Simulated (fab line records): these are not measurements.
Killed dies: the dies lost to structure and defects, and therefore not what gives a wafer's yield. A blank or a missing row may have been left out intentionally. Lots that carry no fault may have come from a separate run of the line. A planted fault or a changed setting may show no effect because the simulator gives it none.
Problem report in the 8D (eight disciplines) form, filled by code + flow n5Finfet + the parts of the form that need people (team, actions taken, sign-off) are left out

1. THE ISSUE
Mean of killedAtFrontEnd at N5_PASSIVATION_PROBE_49: 135 across 6 wafers in 2 lots; on wafers with no fault it is 37 (standard deviation 9.9). That is +9.9 standard deviations from the usual mean.
Seen first at day 14 16:37 on prober-01, wafer L135.1. The record holds 9 wafers of 3 lots with a number at this step. By rule, "out" or "out of limits" means more than 4 standard deviations away from the usual mean. All remaining wafers that have a number are taken as sound.

2. WHAT IT IS; WHAT IT IS NOT
| question                    | is                     | is not                                           |
|-----------------------------|------------------------|--------------------------------------------------|
| which readings at this step | killedAtFrontEnd       | killed_at_M4_up, killedAtContacts, killedAtOther |
| which lots                  | L135, L137             | L129                                             |
| which wafers of those lots  | all that have a number | -                                                |
| read on which tools         | prober-01, prober-02   | -                                                |
| when                        | from day 14 16:37      | up to then (3 sound wafers)                      |

3. WHAT RULES OUT EACH SUSPECT
Counting: a tool at any process step up to the reading remains a suspect when it ran all the lots that are out and ran no sound lot after the first of those.
- rieMetal-01 at N5_GATE_CUT_ETCHBACK_30 (etches TiN in Cl2/Ar, target depth 3 nm): kept. All lots that are out passed through it, beginning with L135 at day 6 10:05, and no sound lot followed; its final sound lot before that point was L129 at day 4 21:15.
- pvdSputter-03 at N5_PASSIVATION_SPUTTER_20 (material TaN, target thk 50 nm): kept. All lots that are out passed through it, beginning with L135 at day 14 10:39, and no sound lot followed; its final sound lot before that point was L129 at day 12 17:52.
- rieDiel-06 at N5_PASSIVATION_DESCUM_32 (chemistry O2, time 7.9 s): kept. All lots that are out passed through it, beginning with L135 at day 14 11:19, and no sound lot followed; its final sound lot before that point was L129 at day 12 18:38.
After the count, these remain: rieMetal-01 at N5_GATE_CUT_ETCHBACK_30, pvdSputter-03 at N5_PASSIVATION_SPUTTER_20 and rieDiel-06 at N5_PASSIVATION_DESCUM_32.

4. THE CAUSE (what the simulator had put in)
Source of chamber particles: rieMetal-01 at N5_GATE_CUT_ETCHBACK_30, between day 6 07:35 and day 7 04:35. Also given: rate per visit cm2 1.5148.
Counting left 3 suspects, and this tool is among them.

5. THE EFFECT CHAIN, in route order
Rows list readings where the struck wafers' mean (over those with a number) sits beyond 3 standard deviations from the usual. Readings are gone through only where the record gives a usual standard deviation; hours: the median, over the lots, of the time from a lot's start at the first step in this table giving one to that lot's start at this step; sigmas: the change measured in usual standard deviations.
| hours | step                    | reading             | usual  | on struck wafers | change | sigmas |
|-------|-------------------------|---------------------|--------|------------------|--------|--------|
| 0     | N5_PASSIVATION_PROBE_49 | defectLimitedYield  | 91.4 % | 84.1             | -7.3   | -5.6   |
| 0     | N5_PASSIVATION_PROBE_49 | killedAtFrontEnd    | 37     | 135              | +98    | +9.9   |
| 0     | N5_PASSIVATION_PROBE_49 | killedDies          | 101    | 187              | +86    | +5.7   |
| 0     | N5_PASSIVATION_PROBE_49 | sort_bin_5_function | 5.0 %  | 9.5              | +4.5   | +5.5   |
| 0     | N5_PASSIVATION_PROBE_49 | sortNPass           | 1079   | 993              | -86    | -5.7   |
| 0     | N5_PASSIVATION_PROBE_49 | sortYieldPct        | 91.4 % | 84.1             | -7.3   | -5.6   |
Here are the process steps it includes:
- N5_PASSIVATION_PROBE_49

6. HOW IT WOULD HAVE BEEN CAUGHT EARLIER
201 hours passed between the start of the fault at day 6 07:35 and the first reading out of limits in this record, taken at day 14 16:37.
Tool readings at N5_GATE_CUT_ETCHBACK_30 with a usual standard deviation given in the record: none out on any struck wafer, hence no alarm at a limit of 4 standard deviations on them.
The start of N5_GATE_CUT_ETCHBACK_30 on rieMetal-01 came by day 14 16:37 for every one of the lots that are out (2). A hold on the tool at that time would have spared none of them.
